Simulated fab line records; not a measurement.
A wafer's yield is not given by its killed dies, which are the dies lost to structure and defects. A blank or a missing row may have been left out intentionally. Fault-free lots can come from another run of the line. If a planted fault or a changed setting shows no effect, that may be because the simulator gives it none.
Chamber matching | flow n5_finfet | N5_BEOL_M10_ETCH_65 on rie_diel-01 has 4 sister chambers
The step etches SiARC in CF4, target depth 39 nm, time 65 s. 20 wafers are shown with their chamber, then 10 later ones without.

== EACH WAFER AND ITS CHAMBER ==
wafer  | chamber | drypump_motor_current_A (A) | showerhead_plenum_p_Torr (Torr) | throttle_valve_pct (%)
L074.1 | 1       | 6.1                         | 2.13                            | 15.96
L074.2 | 0       | 5.5                         | 2.15                            | 15.39
L074.3 | 2       | 6.4                         | 2.19                            | 15.66
L074.4 | 3       | 5.3                         | 2.11                            | 15.67
L074.5 | 0       | 5.5                         | 2.15                            | 15.40
L074.6 | 3       | 5.3                         | 2.11                            | 15.69
L076.2 | 3       | 5.3                         | 2.11                            | 15.71
L076.3 | 0       | 5.5                         | 2.15                            | 15.39
L076.6 | 1       | 6.1                         | 2.13                            | 15.96
L077.1 | 0       | 5.4                         | 2.15                            | 15.40
L077.2 | 1       | 6.1                         | 2.13                            | 15.99
L077.4 | 3       | 5.3                         | 2.11                            | 15.70
L078.1 | 3       | 5.3                         | 2.11                            | 15.70
L078.2 | 1       | 6.1                         | 2.13                            | 16.00
L078.6 | 1       | 6.1                         | 2.13                            | 15.99
L086.1 | 0       | 5.5                         | 2.14                            | 15.44
L086.2 | 1       | 6.1                         | 2.12                            | 16.03
L086.5 | 1       | 6.1                         | 2.12                            | 16.04
L087.2 | 1       | 6.1                         | 2.12                            | 16.02
L087.4 | 3       | 5.3                         | 2.11                            | 15.22

SIGNATURES (averages over the wafers above)
reading                  | chamber 0 | chamber 1 | chamber 2 | chamber 3 | scatter within a chamber
drypump_motor_current_A  | 5.480     | 6.100     | 6.400     | 5.300     | 0.0224
showerhead_plenum_p_Torr | 2.1480    | 2.1262    | 2.1900    | 2.1100    | 0.00409
throttle_valve_pct       | 15.4040   | 15.9988   | 15.6600   | 15.6150   | 0.111
Rule: for a wafer and a chamber, the distance is found by dividing, reading by reading, the gap between the wafer's reading and the chamber's mean by the reading's scatter, squaring, summing and taking the root. If the next closest chamber is less than 2 further off than the closest, the wafer can't be placed; otherwise it belongs to the closest. The scatter is the square root of a quotient: the sum, over the shown wafers, of each reading's squared deviation from its chamber's mean, divided by wafers minus chambers.

== WAFERS MISSING THEIR CHAMBER ==
wafer  | drypump_motor_current_A (A) | showerhead_plenum_p_Torr (Torr) | throttle_valve_pct (%)
L087.6 | 5.3                         | 2.11                            | 15.23
L089.2 | 5.5                         | 2.14                            | 15.44
L089.4 | 5.3                         | 2.11                            | 15.25
L089.6 | 6.1                         | 2.12                            | 16.03
L091.4 | 5.3                         | 2.11                            | 15.25
L091.5 | 6.1                         | 2.12                            | 16.05
L091.6 | 6.4                         | 2.18                            | 15.19
L092.1 | 6.3                         | 2.17                            | 15.23
L092.2 | 5.5                         | 2.14                            | 15.47
L092.4 | 5.3                         | 2.10                            | 15.26

== WHICH CHAMBER EACH WENT THROUGH ==
wafer  | from the rows above | in truth
L087.6 | 3                   | 3
L089.2 | 0                   | 0
L089.4 | 3                   | 3
L089.6 | 1                   | 1
L091.4 | 3                   | 3
L091.5 | 1                   | 1
L091.6 | 2                   | 2
L092.1 | 2                   | 2
L092.2 | 0                   | 0
L092.4 | 3                   | 3
10 of 10 placed correctly. Can't be placed from these rows: 0. Placed wrongly: 0.
